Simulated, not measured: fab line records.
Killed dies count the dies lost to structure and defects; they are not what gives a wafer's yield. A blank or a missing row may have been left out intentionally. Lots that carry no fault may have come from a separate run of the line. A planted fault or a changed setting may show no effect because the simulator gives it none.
3 desks looking at one fault || flow n5Finfet || each desk holds nothing but its own numbers, with what lay behind them at the end

## AT THE METROLOGY DESK
What the gauges read for every lot (on any tool): the sampled wafers with a number, averaged. Marked OUT: a lot whose mean sits more than 4 standard deviations from the usual mean, which makes it out of limits; the brackets give that distance. Shown are 7 of the 14 readings it has, namely the first that went out of limits plus those furthest out on some lot.
Columns: A = IOFF_P at N5_BEOL_M4_RC_MEAS_101, usual 0.194 nA/um; B = ION_N at N5_BEOL_M4_RC_MEAS_101, usual 667 uA/um; C = ION_P at N5_BEOL_M4_RC_MEAS_101, usual 456 uA/um; D = REXT_N at N5_BEOL_M4_RC_MEAS_101, usual 75.7 ohm.um; E = REXT_P at N5_BEOL_M4_RC_MEAS_101, usual 100.6 ohm.um; F = VT_P at N5_BEOL_M4_RC_MEAS_101, usual -252 mV; G = VT_P_LVT at N5_BEOL_M4_RC_MEAS_101, usual -99.8 mV
{"lot": "L602", "first seen here": "day 3 06:23", "A": 0.205, "B": 656, "C": 444, "D": 75.4, "E": 101.1, "F": -252, "G": -99.2}
{"lot": "L604", "first seen here": "day 3 19:01", "A": 0.194, "B": 671, "C": 457, "D": 74.5, "E": 99.8, "F": -253, "G": -99.0}
{"lot": "L605", "first seen here": "day 4 03:01", "A": 0.189, "B": 673, "C": 457, "D": 78.2, "E": 100.7, "F": -250, "G": -97.6}
{"lot": "L608", "first seen here": "day 4 21:55", "A": 0.210, "B": 674, "C": 465, "D": 74.5, "E": 98.7, "F": -248, "G": -96.8}
{"lot": "L609", "first seen here": "day 5 07:59", "A": 0.223, "B": 669, "C": 464, "D": 75.1, "E": 100.3, "F": -246, "G": -99.4}
{"lot": "L610", "first seen here": "day 5 11:08", "A": 0.219, "B": 665, "C": 463, "D": 78.8, "E": 102.4, "F": -248, "G": -96.7}
{"lot": "L613", "first seen here": "day 6 02:59", "A": 0.169, "B": 659, "C": 448, "D": 79.3, "E": 104.5, "F": -255, "G": -102.2}
{"lot": "L614", "first seen here": "day 6 10:07", "A": 0.130, "B": 636, "C": 431, "D": "84.3 (+4.8) OUT", "E": "110.2 (+6.0) OUT", "F": -259, "G": -107.1}
{"lot": "L616", "first seen here": "day 6 19:32", "A": 0.184, "B": 658, "C": 451, "D": 80.0, "E": "107.3 (+4.2) OUT", "F": -251, "G": -101.9}
{"lot": "L622", "first seen here": "day 8 07:10", "A": 0.190, "B": 669, "C": 461, "D": 73.7, "E": 99.3, "F": -252, "G": -101.4}
{"lot": "L623", "first seen here": "day 8 21:34", "A": 0.218, "B": 676, "C": 463, "D": 74.9, "E": 101.1, "F": -250, "G": -100.2}
Per this desk, out of limits: L614, L616; the first was L614, day 12 22:57 (REXT_N at N5_BEOL_M4_RC_MEAS_101). Within limits: L602, L604, L605, L608, L609, L610, L613, L622, L623.

## THE TOOL OWNER'S DESK: aldSin-04
The tool's own readings at N5_SPACER0_ALD_00 (deposits SiOCN, target thk 3.5 nm, pulse time 3 s, purge time 2 s): means of the sampled wafers that have a number, for each lot that ran on this tool. Marked OUT: a lot whose mean sits more than 4 standard deviations from the usual mean, which makes it out of limits; the brackets give that distance.
Columns: A = heaterPowerW at N5_SPACER0_ALD_00, usual 856 W; B = precursorPulseHeightRel at N5_SPACER0_ALD_00, usual 0.997
{"lot": "L602", "first seen here": "day 3 05:34", "A": 816, "B": 1.009}
{"lot": "L608", "first seen here": "day 4 21:07", "A": 839, "B": 0.989}
{"lot": "L610", "first seen here": "day 5 10:27", "A": 891, "B": 0.993}
{"lot": "L613", "first seen here": "day 6 02:10", "A": 846, "B": 0.992}
{"lot": "L614", "first seen here": "day 6 09:26", "A": 920, "B": 1.004}
{"lot": "L616", "first seen here": "day 6 18:40", "A": 882, "B": 0.994}
This desk found nothing out of limits on any of the 6 lots.

## THE DEFECT DESK
Lot by lot, what the route's inspections counted, given as the mean of those sampled wafers with a number. Marked OUT: a lot whose mean sits more than 4 standard deviations from the usual mean, which makes it out of limits; the brackets give that distance.
Columns: A = rawDefectCount at N5_DUMMY_GATE_INSPECT_17, usual 203
{"lot": "L602", "first seen here": "day 3 04:09", "A": 222}
{"lot": "L604", "first seen here": "day 3 16:40", "A": 193}
{"lot": "L605", "first seen here": "day 4 00:47", "A": 153}
{"lot": "L608", "first seen here": "day 4 19:22", "A": 147}
{"lot": "L609", "first seen here": "day 5 05:44", "A": 263}
{"lot": "L610", "first seen here": "day 5 09:05", "A": 297}
{"lot": "L613", "first seen here": "day 6 00:17", "A": 186}
{"lot": "L614", "first seen here": "day 6 07:20", "A": 212}
{"lot": "L616", "first seen here": "day 6 15:38", "A": 168}
{"lot": "L622", "first seen here": "day 8 04:01", "A": 180}
{"lot": "L623", "first seen here": "day 8 18:55", "A": 182}
This desk found nothing out of limits on any of the 11 lots.

## ALL TOGETHER
On L614, L616, the metrology desk was in a position to raise an alarm at day 12 22:57.
The desk of the tool owner found nothing out of limits.
The defect desk saw nothing out of limits.
On record at the tool owner's desk: L614, L616, within its limits.
The defect desk has L614, L616 on record, within its limits.
N5_SPACER0_ALD_00 was run on aldSin-04 by each of the lots named.

## WHAT HAD BEEN PUT IN BY THE SIMULATOR
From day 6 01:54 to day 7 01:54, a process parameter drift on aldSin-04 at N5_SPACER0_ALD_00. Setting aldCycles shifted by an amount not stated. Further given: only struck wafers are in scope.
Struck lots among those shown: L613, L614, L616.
Per desk, hours elapsed from the start of the fault to the first reading out of limits: for the metrology desk, 165.
